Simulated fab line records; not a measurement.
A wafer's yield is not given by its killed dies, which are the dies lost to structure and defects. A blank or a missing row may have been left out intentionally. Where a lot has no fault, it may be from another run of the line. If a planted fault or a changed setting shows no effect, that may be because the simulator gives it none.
Matching of chambers -- flow nandHarc -- cmp-01 running NHARC_A_STAIRCASE_CMP_450: 4 sister chambers
The step polishes SiO2, target thk 200 nm. 4 wafers are shown with their chamber, then 12 later ones without.

== WAFERS PAIRED WITH THEIR CHAMBERS ==
wafer,chamber,motorCurrentA (A)
L081.1,3,12.2
L086.6,1,10.9
L085.3,2,10.8
L085.5,0,11.3

== WAFERS WHOSE CHAMBER IS MISSING ==
wafer,motorCurrentA (A)
L093.2,12.0
L093.3,11.3
L093.4,11.0
L093.1,11.6
L093.5,11.8
L093.6,11.7
L095.3,10.5
L095.4,11.1
L095.5,10.8
L097.2,11.1
L097.4,11.2
L097.6,10.7

== CHAMBER TAKEN BY EACH ==
wafer,from the rows above,in truth
L093.2,3,3
L093.3,can't be placed: 0 or 1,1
L093.4,can't be placed: 1 or 2 or 0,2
L093.1,can't be placed: 0 or 3 or 1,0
L093.5,can't be placed: 3 or 0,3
L093.6,can't be placed: 0 or 3 or 1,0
L095.3,can't be placed: 2 or 1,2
L095.4,can't be placed: 1 or 0 or 2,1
L095.5,can't be placed: 2 or 1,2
L097.2,can't be placed: 1 or 0 or 2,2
L097.4,can't be placed: 0 or 1 or 2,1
L097.6,can't be placed: 2 or 1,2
Placed correctly: 1 of 12. Unplaceable from these rows: 11, with the true chamber sitting among the candidates in 11. Placed wrongly: 0.
How it was worked out, from the rows above alone: a wafer's distance from a chamber is the root of the sum, over the readings, of the square of ((its reading less the chamber's mean) divided by the reading's scatter). The wafer belongs to the nearest chamber; if the next one is less than 2 further off, it can't be placed. The mean given for a chamber averages the wafers shown for that chamber. The scatter (one wafer shown for each chamber): square how far every hidden wafer sits from the nearest shown wafer, average those squares and take the square root.
